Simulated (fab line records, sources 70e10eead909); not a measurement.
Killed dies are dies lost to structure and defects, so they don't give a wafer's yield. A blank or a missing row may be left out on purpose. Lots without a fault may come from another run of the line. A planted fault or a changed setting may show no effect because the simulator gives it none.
Chamber matching | flow nand_harc | NHARC_P_STI_ETCH_42 on rie_diel-08: 4 sister chambers
The step etches the open film in N2/H2, target depth 80 nm, overetch 24 nm, time 61 s. 14 wafers are shown with their chamber, then 7 later ones without.

WAFERS WITH THEIR CHAMBER
wafer  | chamber | drypump_motor_current_A (A) | rf_vpp_V (V) | oes_product_au (a.u.)
L609.1 | 0       | 5.5                         | 428.2        | 0.994
L609.4 | 1       | 5.6                         | 431.7        | 1.006
L609.6 | 0       | 5.5                         | 427.6        | 0.992
L610.1 | 3       | 5.8                         | 426.3        | 1.009
L610.2 | 0       | 5.5                         | 427.9        | 0.995
L610.4 | 2       | 5.5                         | 433.4        | 0.992
L612.3 | 0       | 5.5                         | 427.1        | 0.992
L612.5 | 2       | 5.6                         | 435.3        | 0.990
L612.6 | 1       | 5.6                         | 433.2        | 0.991
L616.2 | 3       | 5.8                         | 428.1        | 1.010
L616.3 | 0       | 5.5                         | 429.1        | 1.007
L616.5 | 0       | 5.5                         | 427.9        | 1.001
L617.1 | 2       | 5.6                         | 434.3        | 0.996
L617.4 | 3       | 5.8                         | 428.8        | 1.010

SIGNATURES (means of the wafers above)
reading                 | chamber 0 | chamber 1 | chamber 2 | chamber 3 | scatter within a chamber
drypump_motor_current_A | 5.500     | 5.600     | 5.567     | 5.800     | 0.0258
rf_vpp_V                | 427.967   | 432.450   | 434.333   | 427.733   | 0.922
oes_product_au          | 0.99683   | 0.99850   | 0.99267   | 1.00967   | 0.00557
Rule: a wafer's distance from a chamber is the root of the sum, over the readings, of the square of ((its reading less the chamber's mean) divided by the reading's scatter). The wafer belongs to the nearest chamber; if the next one is less than 2 further off, it can't be placed. The scatter: the root of (the sum of the squares of (reading less its chamber's mean) over the shown wafers, divided by (wafers less chambers)).

WAFERS WITHOUT THEIR CHAMBER
wafer  | drypump_motor_current_A (A) | rf_vpp_V (V) | oes_product_au (a.u.)
L617.5 | 5.6                         | 433.3        | 0.996
L619.2 | 5.6                         | 433.6        | 0.989
L619.4 | 5.5                         | 427.7        | 0.994
L619.6 | 5.5                         | 428.5        | 0.990
L631.3 | 5.6                         | 431.6        | 1.001
L631.5 | 5.5                         | 427.2        | 0.997
L631.6 | 5.8                         | 426.1        | 1.007

WHICH CHAMBER EACH WENT THROUGH
wafer  | from the rows above     | in truth
L617.5 | can't be placed: 1 or 2 | 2
L619.2 | can't be placed: 2 or 1 | 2
L619.4 | 0                       | 0
L619.6 | 0                       | 0
L631.3 | 1                       | 1
L631.5 | 0                       | 0
L631.6 | 3                       | 3
Placed correctly: 5 of 7. Can't be placed from these rows: 2 (the true chamber is among the candidates in 2). Placed wrongly: 0.
